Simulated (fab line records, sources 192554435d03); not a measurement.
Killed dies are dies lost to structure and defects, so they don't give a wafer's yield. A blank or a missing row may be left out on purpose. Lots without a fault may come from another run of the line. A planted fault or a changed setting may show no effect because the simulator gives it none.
Chamber matching | flow n5_finfet | N5_BEOL_M0_SAQP_PECVD_00 on pecvd-02: 3 sister chambers
The step deposits SiCN from 3MS/NH3, target thk 8 nm, time 14 s. 6 wafers are shown with their chamber, then 7 later ones without.

WAFERS WITH THEIR CHAMBER
wafer  | chamber | throttle_valve_pct (%) | showerhead_plenum_p_Torr (Torr)
L082.4 | 0       | 8.6                    | 3.685
L083.4 | 0       | 8.1                    | 3.695
L085.2 | 1       | 9.9                    | 3.678
L085.6 | 2       | 8.5                    | 3.691
L087.1 | 1       | 9.5                    | 3.662
L087.5 | 2       | 8.7                    | 3.688

WAFERS WITHOUT THEIR CHAMBER
wafer  | throttle_valve_pct (%) | showerhead_plenum_p_Torr (Torr)
L087.6 | 8.7                    | 3.688
L091.2 | 8.9                    | 3.683
L091.5 | 9.4                    | 3.657
L091.6 | 8.6                    | 3.688
L095.2 | 8.8                    | 3.691
L095.4 | 9.6                    | 3.659
L095.5 | 8.6                    | 3.682

WHICH CHAMBER EACH WENT THROUGH
wafer  | from the rows above          | in truth
L087.6 | can't be placed: 2 or 0      | 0
L091.2 | can't be placed: 2 or 0 or 1 | 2
L091.5 | 1                            | 1
L091.6 | can't be placed: 2 or 0      | 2
L095.2 | can't be placed: 2 or 0      | 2
L095.4 | 1                            | 1
L095.5 | can't be placed: 2 or 0      | 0
Placed correctly: 2 of 7. Can't be placed from these rows: 5 (the true chamber is among the candidates in 5). Placed wrongly: 0.
How it was worked out, from the rows above alone: a wafer's distance from a chamber is the root of the sum, over the readings, of the square of ((its reading less the chamber's mean) divided by the reading's scatter). The wafer belongs to the nearest chamber; if the next one is less than 2 further off, it can't be placed. A chamber's mean is the mean of its shown wafers. The scatter: the root of (the sum of the squares of (reading less its chamber's mean) over the shown wafers, divided by (wafers less chambers)).
